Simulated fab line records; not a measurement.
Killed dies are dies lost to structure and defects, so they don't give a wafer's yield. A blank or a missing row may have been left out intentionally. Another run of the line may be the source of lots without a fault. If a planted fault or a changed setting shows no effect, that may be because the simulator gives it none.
2 desks, one fault / flow nand_harc / only its own numbers are on each desk; what lay behind them is given at the end

== METROLOGY DESK ==
What the gauges read for every lot (on any tool): the sampled wafers with a number, averaged. Any lot whose mean is over 4 standard deviations away from the usual mean is out of limits and marked OUT; that distance is given in the brackets.
Columns: A = thk_nm at NHARC_A_ONON_D1_THK_MEAS_05, usual 1002 nm
lot=L887; first seen here=day 8 02:48; A=1021
lot=L888; first seen here=day 8 11:58; A=1012
lot=L889; first seen here=day 9 02:40; A=1010
lot=L890; first seen here=day 9 11:01; A=998
lot=L891; first seen here=day 9 18:17; A=1002
lot=L892; first seen here=day 10 10:40; A=993
lot=L894; first seen here=day 11 02:35; A=986
lot=L897; first seen here=day 12 03:07; A=1010
lot=L898; first seen here=day 12 15:16; A=995
lot=L899; first seen here=day 13 01:45; A=1009
lot=L902; first seen here=day 14 16:37; A=996
lot=L903; first seen here=day 14 16:40; A=1010
This desk found nothing out of limits on any of the 12 lots.

== TOOL OWNER'S DESK, rie_diel-03 ==
The tool's own readings at NHARC_A_CHANNEL_HOLE_D1_ETCH_16 (etches the open film in O2/COS, target depth 3100 nm, time 806 s): means of the sampled wafers that have a number, for each lot that ran on this tool. Any lot whose mean is over 4 standard deviations away from the usual mean is out of limits and marked OUT; that distance is given in the brackets.
Columns: A = chamber_pressure_mTorr at NHARC_A_CHANNEL_HOLE_D1_ETCH_16, usual 20.001 mTorr; B = drypump_motor_current_A at NHARC_A_CHANNEL_HOLE_D1_ETCH_16, usual 6.0 A; C = oes_product_au at NHARC_A_CHANNEL_HOLE_D1_ETCH_16, usual 0.997 a.u.; D = rf_vpp_V at NHARC_A_CHANNEL_HOLE_D1_ETCH_16, usual 313.7 V; E = run_length_s at NHARC_A_CHANNEL_HOLE_D1_ETCH_16, usual 827.3 s; F = showerhead_plenum_p_Torr at NHARC_A_CHANNEL_HOLE_D1_ETCH_16, usual 3.09 Torr; G = throttle_valve_pct at NHARC_A_CHANNEL_HOLE_D1_ETCH_16, usual 28.330 %
lot=L887; first seen here=day 8 18:54; A=20.006; B=6.3; C=0.994; D=315.3; E=827.9; F=3.11; G=28.334
lot=L889; first seen here=day 9 20:59; A=20.020; B=6.3; C=0.984; D=313.6; E=827.5; F=3.11; G=28.334
lot=L891; first seen here=day 10 10:22; A=20.001; B=6.1; C=0.996; D=313.1; E=827.9; F=3.04; G=28.329
lot=L892; first seen here=day 11 06:18; A=20.008; B=5.9; C=1.000; D=312.1; E=827.0; F=3.02; G=28.340
lot=L894; first seen here=day 11 22:22; A=19.996; B=5.9; C=0.979; D=311.9; E=827.0; F=3.02; G=28.332
lot=L899; first seen here=day 13 20:57; A=20.001; B=6.4; C=0.996; D=313.5; E=827.6; F=3.10; G=28.330
lot=L903; first seen here=day 15 08:24; A=20.000; B=6.0; C=1.006; D=313.1; E=770.8 (-99 or more) OUT; F=3.04; G=28.334
lot=L902; first seen here=day 15 08:47; A=19.989; B=6.0; C=0.985; D=313.9; E=741.7 (-99 or more) OUT; F=3.04; G=28.327
This desk's finding: out of limits on L902, L903; first on L903, day 15 08:24 (run_length_s at NHARC_A_CHANNEL_HOLE_D1_ETCH_16). L887, L889, L891, L892, L894, L899: within limits.

== TAKEN TOGETHER ==
An alarm could have come from the tool owner's desk at day 15 08:24, on L902, L903.
Metrology desk: nothing out of limits seen.
The metrology desk has L902, L903 on record, within its limits.
On rie_diel-03, each named lot ran NHARC_A_CHANNEL_HOLE_D1_ETCH_16.

== WHAT HAD BEEN PUT IN BY THE SIMULATOR ==
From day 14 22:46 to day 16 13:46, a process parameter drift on rie_diel-03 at NHARC_A_CHANNEL_HOLE_D1_ETCH_16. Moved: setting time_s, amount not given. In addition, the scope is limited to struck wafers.
Lots struck among those shown: L902, L903.
How many hours passed from the start of the fault until each desk's first out-of-limits reading: the tool owner's desk, 10.
